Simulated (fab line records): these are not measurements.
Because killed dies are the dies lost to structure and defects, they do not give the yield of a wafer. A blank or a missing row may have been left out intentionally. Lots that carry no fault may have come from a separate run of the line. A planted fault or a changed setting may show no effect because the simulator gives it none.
fab line records	flow n5Finfet
record lots=7	wafers=21
route steps=1938 shown GATE_CUT@490 MOL_CONTACT_COAG@565 BEOL_M0_SAQP@671 BEOL_M0_CUTY@705 BEOL_M1@753 BEOL_M2@844
startH: hours from the record's first day to the start of the lot's first wafer shown	waitH: hours from the lot's prior step to this one	" repeats the value in the row above	L1.1+2: several wafers, shown together as one row	- no value present, or no start provided	* or withheld: withheld	< > ~ a bound
route shown NAME@n: a module of which the file shows steps, and the number in the route of the first	usual: average and standard deviation across the fault-free wafers	same: alike in all rows	chamber/n: place in a boat	sites: readings site by site	_std_site: standard deviation of those values	_edge_site: outer sites' mean less inner sites'	radiusMm: how far each site lies from the wafer's centre	mask NAME#n: copy n	behind: tool/chamber where the wafer was last shaped	hold: why the lot was held/for how many hours/how that ended	device: names the non-switching transistor (n, p or np)	end of line: the route-end tests of the same wafers	for a step that has no rows: nothing shown but its recipe	killed: at the first sort, the dies lost to defects and structure; wafer yield is something else	map: shows each die of a wafer: x if killed, . if not, _ if none is there
set.NAME: setting as actually run; set.NAME@STEP: the setting as run at that earlier step	model.NAME: the simulator's own value behind a step, which no gauge read
one table per step and one row per wafer, for lots whose settings were changed on purpose
## steps
# step N5_GATE_CUT_DESCUM_18
# recipe chemistry=O2	timeS=7	sourcePowerW=50	biasPowerW=20	pressureMtorr=20	rfFrequencyHz=2.712e+07	tempC=40	resist=CAR-EUV	o2FlowSccm=225
lot.wafer	tool	chamber	startH	waitH	set.timeS	set.spinRpm@GATE_CUT_COAT_07	model.CAR-EUV_of_GATE_CUT_COAT_07.thkNm
L075.4+6	rieDiel-05	1,2	92.76	0.0	7	1500	26
L075.5	"	0	"	"	7	1344	27.8
L079.2	rieDiel-02	1	115.17	0.3	7	1570	25.4
L079.3	"	0	"	"	7.68	1570	25.2
L079.4	"	1	"	"	7.68	1500	25.8
L082.1+3	rieDiel-06	3,2	143.42	0.0	7	1500	26.2
L082.4	"	0	"	"	7	1500	26
L083.3	rieDiel-05	3	146.39	0.0	6.077	1500	26.4
L083.5	"	3	"	"	7	1402	27
L083.6	"	2	"	"	6.077	1402	27.4
L086.1+3+5	rieDiel-06	0,3,3	163.39	0.0	7	1500	26
L092.1	rieDiel-02	0	201.77	0.0	7.483	1500	25.8
L092.3+4	"	1,3	"	"	7	1500	26
L094.1	rieDiel-02	1	211.03	0.5	7	1500	26
L094.4	"	1	"	"	7.646	1500	25.6
L094.6	"	3	"	"	7	1571	25.4
# step N5_GATE_CUT_ETCH_28
# recipe chemistry=N2/H2	target=underlayer	targetDepthA=130	maskMaterial=CAR-EUV	timeS=10.4	ionEnergyEv=200	pressureMtorr=30	sourceW=840	biasW=150	n2FlowSccm=200	h2FlowSccm=200	ends=cleared
# step N5_GATE_CUT_ETCH_36
# recipe chemistry=CF4	target=SiARC	targetDepthA=130	maskMaterial=CAR-EUV	timeS=21.7	ionEnergyEv=80	pressureMtorr=40	sourceW=545	biasW=36	Ar_flow_sccm=100	cf4FlowSccm=100	ends=cleared
lot.wafer	tool	chamber	startH	waitH	set.spinRpm@GATE_CUT_COAT_07	set.timeS@GATE_CUT_DESCUM_18	model.CAR-EUV_of_GATE_CUT_COAT_07.thkNm
L075.4	rieDiel-05	1	92.81	0.0	1500	7	6.8
L075.5	"	0	"	"	1344	7	8.6
L075.6	"	2	"	"	1500	7	7
L079.2	rieDiel-02	1	115.25	0.0	1570	7	6.2
L079.3	"	0	"	"	1570	7.68	5.8
L079.4	"	1	"	"	1500	7.68	6.6
L082.1+3	rieDiel-06	3,2	143.48	0.0	1500	7	7
L082.4	"	0	"	"	1500	7	6.8
L083.3	rieDiel-05	3	146.45	0.0	1500	6.077	7.4
L083.5	"	3	"	"	1402	7	7.8
L083.6	"	2	"	"	1402	6.077	8.4
L086.1+3+5	rieDiel-06	0,3,3	163.44	0.0	1500	7	6.8
L092.1	rieDiel-02	0	201.83	0.0	1500	7.483	6.6
L092.3+4	"	1,3	"	"	1500	7	6.8
L094.1	rieDiel-02	1	211.08	0.0	1500	7	6.8
L094.4	"	1	"	"	1500	7.646	6.6
L094.6	"	3	"	"	1571	7	6.4
# step N5_MOL_CONTACT_COAG_COAT_76
# recipe resist=SiARC	tempC=220	timeS=60	spinRpm=1500	resistThkNm=10
lot.wafer	tool	chamber	startH	waitH	set.spinRpm	model.SiARC_of_MOL_CONTACT_COAG_COAT_76.thkNm
L075.4+6	lithoTrack-05	0	-	-	1662	9.4
L075.5	"	0	"	"	1500	10
L079.2	lithoTrack-05	0	-	-	1500	10
L079.3+4	"	0	"	"	1559	9.8
L082.1+4	lithoTrack-03	0	-	-	1500	10
L082.3	"	0	"	"	1434	10.2
L083.3	lithoTrack-01	0	-	-	1500	10
L083.5+6	"	0	"	"	1596	9.6
L086.1+3+5	lithoTrack-03	0	-	-	1500	10
L092.1+3+4	lithoTrack-03	0	-	-	1500	10
L094.1+4+6	lithoTrack-03	0	-	-	1500	10
# step N5_MOL_CONTACT_COAG_EXPOSE_81
# recipe maskId=VG	na=0.33	sourceShape=annular	sigmaInner=0.3	sigmaOuter=0.7	polarization=unpolarized	defocusNm=0	doseMj=59.5
lot.wafer	tool	chamber	startH	waitH	mask	set.doseMj
L075.4+5+6	euvScanner-02	0	106.51	-	VG#0	61.48
L079.2+4	euvScanner-01	0	128.26	-	VG#0	59.5
L079.3	"	0	"	"	VG#0	56.81
L082.1+4	euvScanner-01	0	157.37	-	VG#0	61.14
L082.3	"	0	"	"	VG#0	59.5
L083.3+5	euvScanner-01	0	160.79	-	VG#0	57.87
L083.6	"	0	"	"	VG#0	59.5
L086.1+3+5	euvScanner-02	0	179.27	-	VG#0	59.5
L092.1	euvScanner-02	0	215.99	-	VG#0	59.5
L092.3+4	"	0	"	"	VG#0	57.59
L094.1+4+6	euvScanner-01	0	224.95	-	VG#0	59.5
# step N5_MOL_CONTACT_COAG_PEB_82
# recipe pebTempC=100	pebTimeS=60	resist=CAR-EUV
# step N5_MOL_CONTACT_COAG_DEVELOP_83
# recipe developTimeS=30	developer=TMAH	resist=CAR-EUV	rinseLiquid=surfactantRinse	dry=airSpin	devTempC=23
# step N5_MOL_CONTACT_COAG_CD_MEAS_84
# recipe targetCdNm=25.1	landingEnergyEv=500	detector=seInlens	polarity=opening
# usual cdNm=25.10/0.23
lot.wafer	tool	chamber	startH	waitH	set.doseMj@MOL_CONTACT_COAG_EXPOSE_81	cdNm
L075.4	cdSem-02	0	106.63	-	61.48	25.61
L075.5	"	0	"	"	61.48	25.30
L075.6	"	0	"	"	61.48	25.78
L079.2	cdSem-01	0	128.39	-	59.5	24.60
L079.3	"	0	"	"	56.81	23.97
L079.4	"	0	"	"	59.5	24.98
L082.1	cdSem-03	0	157.52	-	61.14	26.01
L082.3	"	0	"	"	59.5	25.19
L082.4	"	0	"	"	61.14	26.00
L083.3	cdSem-03	0	160.91	-	57.87	24.10
L083.5	"	0	"	"	57.87	24.36
L083.6	"	0	"	"	59.5	24.76
L086.1	cdSem-03	0	179.41	-	59.5	25.00
L086.3	"	0	"	"	59.5	24.99
L086.5	"	0	"	"	59.5	25.31
L092.1	cdSem-01	0	216.14	-	59.5	25.19
L092.3	"	0	"	"	57.59	24.39
L092.4	"	0	"	"	57.59	24.41
L094.1	cdSem-03	0	225.09	-	59.5	25.10
L094.4	"	0	"	"	59.5	24.60
L094.6	"	0	"	"	59.5	24.88
# step N5_MOL_CONTACT_COAG_DESCUM_88
# recipe chemistry=O2	timeS=7	sourcePowerW=50	biasPowerW=20	pressureMtorr=20	rfFrequencyHz=2.712e+07	tempC=40	resist=CAR-EUV	o2FlowSccm=225
# step N5_MOL_CONTACT_COAG_ETCH_89
# recipe chemistry=N2/H2	target=underlayer	targetDepthA=130	maskMaterial=CAR-EUV	timeS=10.4	ionEnergyEv=200	pressureMtorr=30	sourceW=840	biasW=150	n2FlowSccm=200	h2FlowSccm=200	ends=cleared
# step N5_MOL_CONTACT_COAG_ETCH_90
# recipe chemistry=CF4	target=SiARC	targetDepthA=130	maskMaterial=CAR-EUV	timeS=21.7	ionEnergyEv=80	pressureMtorr=40	sourceW=545	biasW=36	Ar_flow_sccm=100	cf4FlowSccm=100	ends=cleared
lot.wafer	tool	chamber	startH	waitH	set.spinRpm@MOL_CONTACT_COAG_COAT_76	model.etch.depthNm
L075.4	rieDiel-04	2	106.95	0.0	1662	9.468
L075.5	"	2	"	"	1500	9.985
L075.6	"	1	"	"	1662	9.482
L079.2	rieDiel-01	0	129.08	0.0	1500	9.952
L079.3	"	2	"	"	1559	9.818
L079.4	"	3	"	"	1559	9.75
L082.1	rieDiel-03	2	157.69	0.0	1500	9.993
L082.3	"	1	"	"	1434	10.21
L082.4	"	1	"	"	1500	9.942
L083.3	rieDiel-03	1	161.09	0.0	1500	9.995
L083.5	"	1	"	"	1596	9.653
L083.6	"	2	"	"	1596	9.693
L086.1	rieDiel-01	3	179.59	0.0	1500	9.963
L086.3	"	1	"	"	1500	9.935
L086.5	"	0	"	"	1500	9.94
L092.1	rieDiel-03	0	216.31	0.0	1500	9.992
L092.3	"	1	"	"	1500	9.991
L092.4	"	2	"	"	1500	10
L094.1+6	rieDiel-04	0	225.27	0.0	1500	10.05
L094.4	"	1	"	"	1500	9.999
# step N5_MOL_CONTACT_COAG_ALD_131
# recipe material=SiO2	targetThkA=50	tempC=100	aldPrecursorFamily=BDEAS	aldCoReactant=O2-plasma	pulseTimeS=1	coReactantPulseTimeS=1	purgeTimeS=2	coReactantPurgeTimeS=2	aldCycles=35	pressureTorr=2
# step N5_MOL_CONTACT_COAG_ETCHBACK_132
# recipe chemistry=CHF3	target=SiO2	targetDepthA=100	timeS=6.7	ionEnergyEv=200	pressureMtorr=30	sourceW=610	biasW=170	Ar_flow_sccm=200	CHF3_flow_sccm=50
# step N5_MOL_CONTACT_COAG_ETCH_91
# recipe chemistry=N2/H2	target=SOC	targetDepthA=600	overetchA=210	maskMaterial=SiARC	tempC=40	timeS=101.2	ionEnergyEv=200	pressureMtorr=30	sourceW=840	biasW=150	n2FlowSccm=200	h2FlowSccm=200
lot.wafer	tool	chamber	startH	waitH	set.spinRpm@MOL_CONTACT_COAG_COAT_76	model.SiARC_of_MOL_CONTACT_COAG_COAT_76.thkNm
L075.4+6	rieDiel-01	2,1	107.25	0.0	1662	5.2
L075.5	"	0	"	"	1500	5.8
L079.2	rieDiel-01	0	129.37	0.0	1500	5.6
L079.3	"	3	"	"	1559	5.6
L079.4	"	2	"	"	1559	5.4
L082.1+4	rieDiel-01	2,3	157.99	0.0	1500	5.8
L082.3	"	0	"	"	1434	6
L083.3	rieDiel-01	2	161.38	0.0	1500	5.8
L083.5+6	"	3,2	"	"	1596	5.4
L086.1	rieDiel-03	2	180.30	0.0	1500	6
L086.3+5	"	1	"	"	1500	5.8
L092.1+4	rieDiel-04	2,1	216.83	0.0	1500	6
L092.3	"	3	"	"	1500	5.8
L094.1+4	rieDiel-04	0,2	225.57	0.0	1500	6
L094.6	"	3	"	"	1500	5.8
# step N5_BEOL_M0_SAQP_COAT_105
# recipe resist=SOC	tempC=250	timeS=60	spinRpm=1500	resistThkNm=100
lot.wafer	tool	chamber	startH	waitH	set.spinRpm	model.SOC_of_BEOL_M0_SAQP_COAT_105.thkNm
L075.4+5+6	lithoTrack-01	0	118.01	0.2	1500	100.2
L079.2	lithoTrack-04	0	139.72	0.3	1500	99.6
L079.3	"	0	"	"	1613	95.8
L079.4	"	0	"	"	1500	99.4
L082.1	lithoTrack-04	0	172.57	0.3	1500	100.2
L082.3	"	0	"	"	1500	100
L082.4	"	0	"	"	1500	100.4
L083.3	lithoTrack-04	0	178.56	0.2	1361	104.8
L083.5	"	0	"	"	1361	105.4
L083.6	"	0	"	"	1500	100.4
L086.1	lithoTrack-02	0	190.97	0.3	1500	100.8
L086.3	"	0	"	"	1500	100.6
L086.5	"	0	"	"	1500	100.4
L092.1	lithoTrack-04	0	228.30	0.3	1355	105.6
L092.3	"	0	"	"	1500	100.6
L092.4	"	0	"	"	1500	100.8
L094.1	lithoTrack-02	0	236.23	0.3	1583	97
L094.4	"	0	"	"	1500	99.8
L094.6	"	0	"	"	1500	99.6
# step N5_BEOL_M0_SAQP_ETCH_107
# recipe chemistry=CH3F/O2	target=SiNx	targetDepthA=300	maskMaterial=SOC	pressureMtorr=30	sourceW=395	biasW=73	Ar_flow_sccm=150	CH3F_flow_sccm=30	O2_flow_sccm=20	ionEnergyEv=120
# usual rfVppV=296.3/2.3
lot.wafer	tool	chamber	startH	waitH	set.biasW	rfVppV
L075.4	rieDiel-05	1	118.12	0.0	60.93	254.0
L075.5	"	3	"	"	60.93	253.6
L075.6	"	2	"	"	73	299.9
L079.2	rieDiel-06	3	139.84	0.0	68.48	279.0
L079.3	"	1	"	"	73	296.0
L079.4	"	0	"	"	68.48	282.3
L082.1	rieDiel-06	2	172.69	0.0	73	297.5
L082.3	"	3	"	"	84.39	329.5
L082.4	"	1	"	"	84.39	333.1
L083.3	rieDiel-06	3	178.68	0.0	69.67	282.3
L083.5	"	2	"	"	69.67	287.5
L083.6	"	1	"	"	69.67	283.8
L086.1	rieDiel-05	0	191.09	0.0	73	297.3
L086.3	"	1	"	"	73	294.3
L086.5	"	2	"	"	73	299.6
L092.1	rieDiel-06	1	228.43	0.0	69.53	284.8
L092.3	"	0	"	"	73	295.4
L092.4	"	3	"	"	69.53	283.0
L094.1	rieDiel-06	2	236.35	0.0	73	298.7
L094.4	"	3	"	"	73	294.1
L094.6	"	3	"	"	73	293.6
# step N5_BEOL_M0_CUTY_EXPOSE_54
# recipe maskId=M0_ABLK	na=1.35	sourceShape=conventional	sigmaOuter=0.8	polarization=unpolarized	doseMj=36
lot.wafer	tool	chamber	startH	waitH	mask	set.doseMj
L075.4+5	arfiScanner-01	0	125.09	-	M0_ABLK#0	36
L075.6	"	0	"	"	M0_ABLK#0	34.53
L079.2	arfiScanner-02	0	142.71	-	M0_ABLK#0	36
L079.3+4	"	0	"	"	M0_ABLK#0	34.3
L082.1+3+4	arfiScanner-01	0	179.99	-	M0_ABLK#0	36
L083.3+6	arfiScanner-02	0	183.02	-	M0_ABLK#0	37.14
L083.5	"	0	"	"	M0_ABLK#0	36
L086.1+3+5	arfiScanner-03	0	195.75	-	M0_ABLK#0	36
L092.1+3	arfiScanner-03	0	231.27	-	M0_ABLK#0	34
L092.4	"	0	"	"	M0_ABLK#0	36
L094.1+4+6	arfiScanner-03	0	239.91	-	M0_ABLK#0	34.7
# step N5_BEOL_M0_CUTY_PEB_55
# recipe pebTempC=110	pebTimeS=60	resist=CAR-ArF-block
# step N5_BEOL_M0_CUTY_DEVELOP_56
# recipe developTimeS=30	developer=TMAH	resist=CAR-ArF-block	rinseLiquid=diw	dry=airSpin	devTempC=23
# step N5_BEOL_M0_CUTY_CD_MEAS_57
# recipe targetCdNm=200	landingEnergyEv=500	detector=seInlens	polarity=line
# usual cdNm=200.3/1.1
lot.wafer	tool	chamber	startH	waitH	set.doseMj@BEOL_M0_CUTY_EXPOSE_54	cdNm
L075.4	cdSem-03	0	125.20	-	36	202.0
L075.5	"	0	"	"	36	202.0
L075.6	"	0	"	"	34.53	204.4
L079.2	cdSem-01	0	142.83	-	36	199.6
L079.3	"	0	"	"	34.3	203.2
L079.4	"	0	"	"	34.3	201.6
L082.1	cdSem-03	0	180.12	-	36	202.0
L082.3	"	0	"	"	36	202.0
L082.4	"	0	"	"	36	201.4
L083.3	cdSem-03	0	183.14	-	37.14	196.3
L083.5	"	0	"	"	36	200.1
L083.6	"	0	"	"	37.14	197.6
L086.1	cdSem-01	0	195.88	-	36	200.2
L086.3	"	0	"	"	36	200.3
L086.5	"	0	"	"	36	200.2
L092.1	cdSem-02	0	231.39	-	34	203.0
L092.3	"	0	"	"	34	203.1
L092.4	"	0	"	"	36	199.2
L094.1	cdSem-02	0	240.04	-	34.7	203.0
L094.4	"	0	"	"	34.7	203.5
L094.6	"	0	"	"	34.7	204.0
# step N5_BEOL_M1_PECVD_72
# recipe material=SiO2	targetThkA=160	tempC=400	precursor=TEOS/O2	pressureTorr=5.5	rfW=450	teosFlowSccm=53.8	gas=O2	flowSccm=3000	timeS=18
lot.wafer	tool	chamber	startH	waitH	set.timeS	model.SiO2_of_BEOL_M1_PECVD_72.thkNm
L075.4	pecvd-03	1	133.27	0.1	16.29	14.8
L075.5	"	0	"	"	18	16.6
L075.6	"	2	"	"	16.29	14.6
L079.2	pecvd-01	1	146.81	0.0	18	15.6
L079.3	"	2	"	"	18	15.8
L079.4	"	2	"	"	15.74	14
L083.3	pecvd-01	0	190.92	0.0	18	16
L083.5+6	"	2,1	"	"	18.72	17
L082.1	pecvd-03	0	191.40	0.0	18	15.8
L082.3	"	2	"	"	18	15.6
L082.4	"	0	"	"	17.05	15
L086.1+3	pecvd-02	0,1	202.68	0.0	18	15.8
L086.5	"	1	"	"	18	16.2
L092.1	pecvd-01	2	237.41	0.0	16.51	14.8
L092.3	"	2	"	"	16.51	15.2
L092.4	"	1	"	"	18	16.2
L094.1+4	pecvd-01	1,0	248.38	0.0	18	16
L094.6	"	1	"	"	18	16.2
# step N5_BEOL_M1_COAT_62
# recipe resist=SiARC	tempC=220	timeS=60	spinRpm=1500	resistThkNm=12
lot.wafer	tool	chamber	startH	waitH	set.spinRpm	model.SiARC_of_BEOL_M1_COAT_62.thkNm
L075.4	lithoTrack-02	0	-	-	1430	12.2
L075.5+6	"	0	"	"	1500	12
L079.2+3+4	lithoTrack-01	0	-	-	1500	12
L083.3+5	lithoTrack-01	0	-	-	1500	12
L083.6	"	0	"	"	1439	12.2
L082.1+3	lithoTrack-01	0	-	-	1591	11.6
L082.4	"	0	"	"	1500	12
L086.1+3+5	lithoTrack-02	0	-	-	1500	12
L092.1+4	lithoTrack-05	0	-	-	1379	12.6
L092.3	"	0	"	"	1500	12
L094.1+4+6	lithoTrack-01	0	-	-	1500	12
# step N5_BEOL_M1_COAT_73
# recipe resist=underlayer	tempC=205	timeS=60	spinRpm=1500	resistThkNm=5
# step N5_BEOL_M1_COAT_05
# recipe resist=CAR-EUV	spinRpm=1500	resistThkNm=30
# step N5_BEOL_M1_DESCUM_16
# recipe chemistry=O2	timeS=7	sourcePowerW=50	biasPowerW=20	pressureMtorr=20	rfFrequencyHz=2.712e+07	tempC=40	resist=CAR-EUV	o2FlowSccm=225
# step N5_BEOL_M1_ETCH_74
# recipe chemistry=N2/H2	target=underlayer	targetDepthA=65	maskMaterial=CAR-EUV	timeS=5.2	ionEnergyEv=200	pressureMtorr=30	sourceW=840	biasW=150	n2FlowSccm=200	h2FlowSccm=200	ends=cleared
# step N5_BEOL_M1_ETCH_63
# recipe chemistry=CF4	target=SiARC	targetDepthA=156	maskMaterial=CAR-EUV	timeS=26	ionEnergyEv=80	pressureMtorr=40	sourceW=545	biasW=36	Ar_flow_sccm=100	cf4FlowSccm=100	ends=cleared
lot.wafer	tool	chamber	startH	waitH	set.spinRpm@BEOL_M1_COAT_62	model.etch.depthNm
L075.4	rieDiel-06	2	135.90	0.0	1430	12.27
L075.5	"	0	"	"	1500	11.96
L075.6	"	1	"	"	1500	11.97
L079.2	rieDiel-06	2	150.31	0.0	1500	12.01
L079.3+4	"	0,1	"	"	1500	12.03
L083.3	rieDiel-05	0	191.54	0.0	1500	11.94
L083.5	"	0	"	"	1500	11.96
L083.6	"	2	"	"	1439	12.22
L082.1+3	rieDiel-06	3,2	192.10	0.0	1591	11.62
L082.4	"	0	"	"	1500	11.96
L086.1	rieDiel-05	0	204.51	0.0	1500	12.03
L086.3	"	1	"	"	1500	11.99
L086.5	"	1	"	"	1500	11.98
L092.1	rieDiel-06	3	238.27	0.0	1379	12.55
L092.3	"	2	"	"	1500	12.03
L092.4	"	0	"	"	1379	12.54
L094.1	rieDiel-05	1	250.53	0.0	1500	12
L094.4+6	"	3,0	"	"	1500	11.99
# step N5_BEOL_M2_HM_DEP_02
# recipe material=TiN	targetThkA=200	tempC=25	chamberPressurePa=0.49996
lot.wafer	tool	chamber	startH	waitH	set.targetThkA	model.TiN_of_BEOL_M2_HM_DEP_02.thkNm
L075.4+6	pvdSputter-01	-	144.41	0.2	207.5	21
L075.5	"	-	"	"	200	20.2
L079.2+4	pvdSputter-03	-	162.70	0.5	218.2	21.6
L079.3	"	-	"	"	200	19.8
L083.3	pvdSputter-01	-	200.49	0.4	221	22.2
L083.5+6	"	-	"	"	200	20
L082.1	pvdSputter-01	-	204.73	0.4	200	20.4
L082.3	"	-	"	"	216.8	21.8
L082.4	"	-	"	"	216.8	22
L086.1	pvdSputter-02	-	214.57	2.6	200	19.6
L086.3+5	"	-	"	"	200	20
L092.1	pvdSputter-03	-	247.22	1.2	200	19.4
L092.3+4	"	-	"	"	200	19.8
L094.1+6	pvdSputter-02	-	258.62	1.5	200	20
L094.4	"	-	"	"	192	19.2
## key
split step=N5_GATE_CUT_DESCUM_18	setting=timeS	stated=7	by=wafer
response step=N5_GATE_CUT_DESCUM_18	reading=model.CAR-EUV_of_GATE_CUT_COAT_07.thkNm	slope=-0.035	per=1%	togetherWith=spinRpm@GATE_CUT_COAT_07	explained=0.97
response step=N5_GATE_CUT_ETCH_36	reading=model.CAR-EUV_of_GATE_CUT_COAT_07.thkNm	slope=-0.0403	per=1%	togetherWith=spinRpm@GATE_CUT_COAT_07	explained=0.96
split step=N5_MOL_CONTACT_COAG_COAT_76	setting=spinRpm	stated=1500	by=wafer
response step=N5_MOL_CONTACT_COAG_COAT_76	reading=model.SiARC_of_MOL_CONTACT_COAG_COAT_76.thkNm	change=-0.0556	per=1%	r=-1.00
response step=N5_MOL_CONTACT_COAG_ETCH_90	reading=model.etch.depthNm	change=-0.0482	per=1%	r=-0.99
response step=N5_MOL_CONTACT_COAG_ETCH_91	reading=model.SiARC_of_MOL_CONTACT_COAG_COAT_76.thkNm	change=-0.0536	per=1%	r=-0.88
split step=N5_MOL_CONTACT_COAG_EXPOSE_81	setting=doseMj	stated=59.5	by=wafer
response step=N5_MOL_CONTACT_COAG_CD_MEAS_84	reading=cdNm	change=+0.216	per=1%	r=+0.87
split step=N5_BEOL_M0_SAQP_COAT_105	setting=spinRpm	stated=1500	by=wafer
response step=N5_BEOL_M0_SAQP_COAT_105	reading=model.SOC_of_BEOL_M0_SAQP_COAT_105.thkNm	change=-0.501	per=1%	r=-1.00
split step=N5_BEOL_M0_SAQP_ETCH_107	setting=biasW	stated=73	by=wafer
response step=N5_BEOL_M0_SAQP_ETCH_107	reading=rfVppV	change=+2.49	per=1%	r=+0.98
split step=N5_BEOL_M0_CUTY_EXPOSE_54	setting=doseMj	stated=36	by=wafer
response step=N5_BEOL_M0_CUTY_CD_MEAS_57	reading=cdNm	change=-0.676	per=1%	r=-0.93
split step=N5_BEOL_M1_PECVD_72	setting=timeS	stated=18	by=wafer
response step=N5_BEOL_M1_PECVD_72	reading=model.SiO2_of_BEOL_M1_PECVD_72.thkNm	change=+0.158	per=1%	r=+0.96
split step=N5_BEOL_M1_COAT_62	setting=spinRpm	stated=1500	by=wafer
response step=N5_BEOL_M1_COAT_62	reading=model.SiARC_of_BEOL_M1_COAT_62.thkNm	change=-0.0643	per=1%	r=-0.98
response step=N5_BEOL_M1_ETCH_63	reading=model.etch.depthNm	change=-0.0621	per=1%	r=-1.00
split step=N5_BEOL_M2_HM_DEP_02	setting=targetThkA	stated=200	by=wafer
response step=N5_BEOL_M2_HM_DEP_02	reading=model.TiN_of_BEOL_M2_HM_DEP_02.thkNm	change=+0.198	per=1%	r=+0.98
split outsideThisFile step=N5_GATE_CUT_COAT_07 setting=spinRpm
# split outsideThisFile: this setting was split too, and the file shows its column; the key of that split is in another file
